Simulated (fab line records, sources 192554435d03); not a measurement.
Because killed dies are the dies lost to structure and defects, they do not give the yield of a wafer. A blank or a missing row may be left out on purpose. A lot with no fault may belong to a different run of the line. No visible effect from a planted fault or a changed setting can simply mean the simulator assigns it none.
Chamber matching	flow n5 finfet	N5_BEOL_M4_DESCUM_16 on rie diel-05: 3 sister chambers
The step chemistry O2, time 7 s. 3 wafers are shown with their chamber, then 6 later ones without.

== WAFERS PAIRED WITH THEIR CHAMBERS ==
wafer	chamber	drypump motor current A (A)
L086.3	2	5.1
L087.1	0	5.7
L087.4	1	6.1

== WAFERS MISSING THEIR CHAMBER ==
wafer	drypump motor current A (A)
L087.5	5.1
L085.1	6.1
L085.5	6.0
L096.1	6.1
L096.4	6.1
L096.5	5.7

== CHAMBER TAKEN BY EACH ==
wafer	from the rows above	in truth
L087.5	2	2
L085.1	1	1
L085.5	1	1
L096.1	1	1
L096.4	1	1
L096.5	0	0
Correctly placed: 6 of 6. Not placeable from these rows: 0. Number placed wrongly: 0.
How it was worked out, from the rows above alone: a wafer's distance from a chamber is the root of the sum, over the readings, of the square of ((its reading less the chamber's mean) divided by the reading's scatter). The wafer belongs to the nearest chamber; if the next one is less than 2 further off, it can't be placed. Each chamber's mean is taken over the wafers shown for it. The scatter: with one shown wafer a chamber, the root of the mean of the squares of how far each hidden wafer lies from its nearest shown one.
